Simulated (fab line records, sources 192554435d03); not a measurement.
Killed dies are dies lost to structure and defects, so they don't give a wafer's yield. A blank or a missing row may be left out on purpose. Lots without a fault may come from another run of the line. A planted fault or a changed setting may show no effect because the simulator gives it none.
A struck lot beside a sound one | flow n5_finfet | 26 steps out of a route of 1938
Sound: wafers L568.3, L568.5, L568.6. Struck: wafers L579.1, L579.2, L579.4. The cause comes at the end.
At each step with rows: each side's tool, then ch and its chambers, then its first start. Under that, the readings that differ: sound wafers | struck wafers | difference of the means | sigmas: that difference in standard deviations of wafers without a fault.
alike: readings whose means differ by less than 2 such deviations, and words and numbers that are the same on both sides. not compared: withheld readings, readings that some wafer has no value for, bounds like >300 that may hide the same value, and numbers for which the record gives no deviation and whose values overlap.
The two part at a step that has a row with sigmas, a row that says differs or no value, or rows on one side only. Numbers that don't overlap but have no deviation are shown without sigmas and don't part them. A reading that every wafer of one side lacks parts them only if that side has two wafers or more.

first, 10 steps without rows for these wafers: N5_SD_EPI_N_EPI_21 (deposits Si:P, time 690 s); N5_SD_EPI_N_PRECLEAN_24 (cleans in O3/DIW, time 60 s); N5_SD_EPI_N_SRD_25 (time 30 s); N5_SD_EPI_N_PRECLEAN_49 (cleans in NF3:NH3, afs cycles 1, time 20 s, sublimation time 60 s); N5_SD_EPI_N_LINER_46 (material SiNx, target thk 3 nm); N5_SD_EPI_P_COAT_34 (time 60 s, resist thk 350 nm); N5_SD_EPI_P_COAT_35 (time 60 s, resist thk 35 nm); N5_SD_EPI_P_COAT_03 (resist thk 150 nm); N5_SD_EPI_P_EBR_05; N5_SD_EPI_P_SOFTBAKE_04 (time 60 s).
N5_SD_EPI_P_EXPOSE_06: exposes mask SD P BLK, target cd 240 nm.
  sound on arfi_scanner-03 ch 0, day 4 07:01; struck on arfi_scanner-03 ch 0, day 7 03:34
  reading              | sound             | struck            | difference | sigmas
  exposure_dose_mJ_cm2 | 39.48 39.52 39.50 | 34.28 34.29 34.21 | -5.24      | -99 or more
  alike: mask
then, 2 steps without rows for these wafers: N5_SD_EPI_P_PEB_07 (peb time 60 s); N5_SD_EPI_P_DEVELOP_08 (develop time 30 s).
N5_SD_EPI_P_CD_MEAS_09: target cd 240 nm.
  sound on cd_sem-02 ch 0, day 4 07:08; struck on cd_sem-03 ch 0, day 7 03:41
  reading    | sound             | struck            | difference | sigmas
  cd_nm (nm) | 240.7 240.9 241.1 | 231.0 231.6 231.3 | -9.6       | -11
N5_SD_EPI_P_DESCUM_14: chemistry O2, time 7.9 s.
  sound on rie_diel-04 ch 1,2, day 4 07:13; struck on rie_diel-04 ch 0,1,3, day 7 03:46
  reading                   | sound             | struck            | difference | sigmas
  model.SD_EPI_P.cd_nm (nm) | 240.8 240.8 241.2 | 231.2 231.6 231.4 | -9.5       |
  alike: drypump_motor_current_A, oes_product_au, rf_vpp_V, showerhead_plenum_p_Torr, throttle_valve_pct
  not compared: rf_hours_counter_h
then, 7 steps without rows for these wafers: N5_SD_EPI_P_ETCH_36 (etches SiARC in CF4, target depth 45.5 nm, time 75.8 s); N5_SD_EPI_P_ETCH_37 (etches SOC in N2/H2, overetch 108 nm, time 486 s); N5_SD_EPI_P_STRIP_38 (strips in N2/H2); N5_SD_EPI_P_ETCHBACK_46 (etches SiNx in CH3F/O2, stops on SiO2, target depth 17.5 nm); N5_SD_EPI_P_ETCH_47 (etches SiOCN in CH3F/O2, target depth 25 nm); N5_SD_EPI_P_ETCH_16 (etches SiO2 in CHF3/O2, target depth 5 nm); N5_SD_EPI_P_STRIP_50 (strips in CHF3/O2).
N5_SD_EPI_P_SD_RECESS_17: chemistry HBr/Cl2/O2, target depth 39.1 nm, bt time 3 s.
  sound on rie_si-04 ch 0,1, day 4 07:55; struck on rie_si-05 ch 1,2,3, day 7 04:28
  reading                   | sound             | struck        | difference | sigmas
  model.SD_EPI_P.cd_nm (nm) | 241.4 241.6 242.6 | 232 232.2 232 | -10        |
  alike: drypump_motor_current_A, oes_product_au, throttle_valve_pct
  not compared: rf_hours_counter_h
then, 1 step without rows for these wafers: N5_SD_EPI_P_WET_ETCH_45 (etches SiO2 in dHF, time 10.7 s, target depth 2 nm, rinse time 30 s).
-- the record jumps here: 8 days lie between the struck wafers' starts before and after (it left off in module SD_EPI_P and takes up again in module BEOL_M4, whose first step shown is number 1111 of the route) --
N5_BEOL_M4_RC_MEAS_101:
  sound on prober-02 ch 0, day 10 22:00; struck on prober-01 ch 0, day 14 22:59
  alike: DIBL_N, DIBL_P, IOFF_N, IOFF_P, ION_N, ION_P, SS_N, SS_P, VT_N, VT_P
-- the record jumps here: 5 days lie between the struck wafers' starts before and after (it left off in module BEOL_M4 and takes up again in module PASSIVATION, whose first step shown is number 1936 of the route) --
N5_PASSIVATION_PROBE_49:
  sound on prober-02, day 15 14:44; struck on prober-02, day 19 12:50
  alike: defect_limited_yield, killed_at_M0_to_M3, killed_at_M4_up, killed_at_contacts, killed_at_front_end, killed_at_other, killed_dies, killed_open, killed_short, sort_bin_5_function, sort_bin_6_memory, sort_n_pass, sort_yield_pct

WHERE THEY PART
First at N5_SD_EPI_P_EXPOSE_06; last, within this record, at N5_SD_EPI_P_CD_MEAS_09. Later steps at which nothing parts them and some readings are alike: N5_SD_EPI_P_DESCUM_14, N5_SD_EPI_P_SD_RECESS_17, N5_BEOL_M4_RC_MEAS_101, N5_PASSIVATION_PROBE_49.

WHY: what the simulator had put in
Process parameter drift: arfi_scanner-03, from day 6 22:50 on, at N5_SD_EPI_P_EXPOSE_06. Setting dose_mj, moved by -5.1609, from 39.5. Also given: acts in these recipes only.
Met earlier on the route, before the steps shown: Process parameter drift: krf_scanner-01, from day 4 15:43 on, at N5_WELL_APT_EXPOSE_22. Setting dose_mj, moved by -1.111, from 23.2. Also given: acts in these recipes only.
